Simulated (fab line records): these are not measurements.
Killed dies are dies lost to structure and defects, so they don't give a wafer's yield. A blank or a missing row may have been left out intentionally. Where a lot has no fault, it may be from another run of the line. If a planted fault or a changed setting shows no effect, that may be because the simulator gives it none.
A struck lot beside a sound one -- flow nandHarc -- 15 steps out of a route of 1159
Sound: these wafers, L318.1, L318.3, L318.6. Struck: wafer L332.6. (L332.3, L332.5 of the same lot were not struck and are left out.) The cause comes at the end.
Per side, at each step with rows, come the tool, then ch with its chambers, and then its first start. Under that, the readings that differ: sound wafers -- struck wafers -- difference of the means -- sigmas: that difference in standard deviations of wafers without a fault.
alike: words and numbers the same on both sides, and readings whose means are apart by under 2 such deviations; not compared: readings that were withheld, readings missing a value for some wafer, numbers with overlapping values and no deviation given by the record, and bounds like >300 which may hide the same value.
The two part at a step that has a row with sigmas, a row that says differs or no value, or rows on one side only. Numbers that have no deviation but don't overlap get no sigmas and don't part them. A reading that every wafer of one side lacks parts them only if that side has two wafers or more.

NHARC_A_CHANNEL_HOLE_D1_XSEM_31:
  sound on xsem-01 ch 0, day 8 13:38; struck on xsem-01 ch 0, day 12 00:04
  alike: botCdNm, bowNm, tiltDeg
NHARC_A_CHANNEL_HOLE_D1_INSPECT_40:
  sound on defectInspect-01 at day 8 13:44; struck on defectInspect-01 at day 12 00:09
  alike: rawDefectCount
then, 2 steps without rows for these wafers: NHARC_A_CHANNEL_FILL_D1_PRECLEAN_00 (cleans in SC1); NHARC_A_CHANNEL_FILL_D1_SRD_01.
NHARC_A_CHANNEL_FILL_D1_ALD_02: deposits SiO2, target thk 6 nm, pulse time 10 s, ald cycles 60.
  sound on aldHk-01 ch 0,1,3, day 8 13:56; struck on aldHk-04 ch 0, day 12 00:21
  alike: heaterPowerW, precursorPulseHeightRel
NHARC_A_CHANNEL_FILL_D1_ALD_03: deposits SiNx, target thk 6 nm, pulse time 60 s, ald cycles 58.
  sound: aldSinBatch-01 ch 0; struck: aldSinBatch-01 ch 0
  alike: chamberPressureTorr, precursorPulseHeightRel
then, 1 step without rows for these wafers: NHARC_A_CHANNEL_FILL_D1_ALD_14 (deposits SiO2, target thk 2.5 nm, pulse time 10 s, ald cycles 25).
NHARC_A_CHANNEL_FILL_D1_ALD_15: deposits SiNx, target thk 2 nm, pulse time 60 s, ald cycles 19.
  sound: aldSinBatch-03 ch 0; struck: aldSinBatch-01 ch 0
  alike: chamberPressureTorr, precursorPulseHeightRel
NHARC_A_CHANNEL_FILL_D1_ALD_16: deposits SiO2, target thk 1.5 nm, pulse time 10 s, ald cycles 15.
  sound on aldHk-01 ch 1,3, day 9 02:11; struck on aldHk-01 ch 2, day 12 10:44
reading,sound,struck,difference,sigmas
precursorPulseHeightRel,0.975 0.995 0.984,1.026,+0.041,+2
  alike: heaterPowerW
then, 3 steps without rows for these wafers: NHARC_A_CHANNEL_FILL_D1_ANNEAL_17 (time 1800 s); NHARC_A_CHANNEL_FILL_D1_CVD_18 (deposits poly-Si, target thk 3 nm); NHARC_A_CHANNEL_FILL_D1_ETCHBACK_19 (etches the open film in HBr/Cl2, target depth 5 nm, time 1.7 s).
NHARC_A_CHANNEL_FILL_D1_ETCHBACK_20: etches the open film in C4F8/O2/Ar, target depth 27 nm, time 13.5 s.
  sound on rieDiel-07 ch 0,3, day 9 13:56; struck on rieDiel-07 ch 2, day 12 22:37
reading,sound,struck,difference,sigmas
runLengthS (s),34.3 35.6 34.6,29.4,-5.4,-11
  alike: oesProductAu, rfVppV
  not compared: rfHoursCounterH
then, 1 step without rows for these wafers: NHARC_A_CHANNEL_FILL_D1_STRIP_28 (strips in O2, time 20 s).
-- the record jumps here: 9 days lie between the struck wafers' starts before and after (it left off in module A_CHANNEL_FILL_D1 and takes up again in module END, whose first step shown is number 1159 of the route) --
NHARC_END_SORT_01:
  here the record holds rows for the struck wafers (prober-01 ch 0, day 22 01:53) but none for the sound ones

## WHERE THEY PART
First at NHARC_A_CHANNEL_FILL_D1_ALD_16; last, within this record, at NHARC_END_SORT_01.

WHY: the cause the simulator had injected
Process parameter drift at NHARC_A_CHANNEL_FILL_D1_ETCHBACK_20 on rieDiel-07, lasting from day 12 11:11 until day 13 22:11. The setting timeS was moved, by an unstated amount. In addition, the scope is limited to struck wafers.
